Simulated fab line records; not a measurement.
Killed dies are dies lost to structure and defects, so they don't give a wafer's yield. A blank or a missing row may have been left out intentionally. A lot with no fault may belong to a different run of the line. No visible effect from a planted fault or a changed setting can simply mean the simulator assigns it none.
Matching of chambers || flow nandHarc || rieSi-05 running NHARC_A_DECK1_JOINT_ETCHBACK_00: 4 sister chambers
The step etches the open film in HBr, target depth 30 nm, time 17.4 s. 8 wafers are shown with their chamber, then 8 later ones without.

## WAFERS PAIRED WITH THEIR CHAMBERS
{"wafer": "L085.3", "chamber": 3, "drypumpMotorCurrentA (A)": 4.9, "oesProductAu (a.u.)": 0.994}
{"wafer": "L085.4", "chamber": 1, "drypumpMotorCurrentA (A)": 6.7, "oesProductAu (a.u.)": 1.001}
{"wafer": "L086.4", "chamber": 3, "drypumpMotorCurrentA (A)": 5.0, "oesProductAu (a.u.)": 0.998}
{"wafer": "L086.6", "chamber": 0, "drypumpMotorCurrentA (A)": 5.7, "oesProductAu (a.u.)": 0.999}
{"wafer": "L089.1", "chamber": 2, "drypumpMotorCurrentA (A)": 5.7, "oesProductAu (a.u.)": 0.995}
{"wafer": "L089.2", "chamber": 1, "drypumpMotorCurrentA (A)": 6.7, "oesProductAu (a.u.)": 0.995}
{"wafer": "L089.6", "chamber": 2, "drypumpMotorCurrentA (A)": 5.7, "oesProductAu (a.u.)": 0.994}
{"wafer": "L091.3", "chamber": 0, "drypumpMotorCurrentA (A)": 5.7, "oesProductAu (a.u.)": 1.005}

## WAFERS WHOSE CHAMBER IS MISSING
{"wafer": "L091.4", "drypumpMotorCurrentA (A)": 5.0, "oesProductAu (a.u.)": 1.011}
{"wafer": "L091.6", "drypumpMotorCurrentA (A)": 5.0, "oesProductAu (a.u.)": 1.000}
{"wafer": "L092.4", "drypumpMotorCurrentA (A)": 5.7, "oesProductAu (a.u.)": 0.993}
{"wafer": "L092.5", "drypumpMotorCurrentA (A)": 5.0, "oesProductAu (a.u.)": 1.006}
{"wafer": "L092.6", "drypumpMotorCurrentA (A)": 5.7, "oesProductAu (a.u.)": 0.992}
{"wafer": "L095.2", "drypumpMotorCurrentA (A)": 5.0, "oesProductAu (a.u.)": 0.991}
{"wafer": "L095.5", "drypumpMotorCurrentA (A)": 5.7, "oesProductAu (a.u.)": 0.992}
{"wafer": "L095.6", "drypumpMotorCurrentA (A)": 6.7, "oesProductAu (a.u.)": 0.987}

## EACH ONE'S CHAMBER
{"wafer": "L091.4", "from the rows above": 3, "in truth": 3}
{"wafer": "L091.6", "from the rows above": 3, "in truth": 3}
{"wafer": "L092.4", "from the rows above": 2, "in truth": 2}
{"wafer": "L092.5", "from the rows above": 3, "in truth": 3}
{"wafer": "L092.6", "from the rows above": 2, "in truth": 2}
{"wafer": "L095.2", "from the rows above": 3, "in truth": 3}
{"wafer": "L095.5", "from the rows above": 2, "in truth": 2}
{"wafer": "L095.6", "from the rows above": 1, "in truth": 1}
Placed correctly: 8 of 8. Not placeable from these rows: 0. Placed wrongly: 0.
How it was worked out, from the rows above alone: a wafer's distance from a chamber is the root of the sum, over the readings, of the square of ((its reading less the chamber's mean) divided by the reading's scatter). If the next closest chamber is less than 2 further off than the closest, the wafer can't be placed; otherwise it belongs to the closest. Each chamber's mean is taken over the wafers shown for it. The scatter: take each reading less its chamber's mean, square it, sum over the shown wafers, divide by the number of wafers less the number of chambers, and take the root.
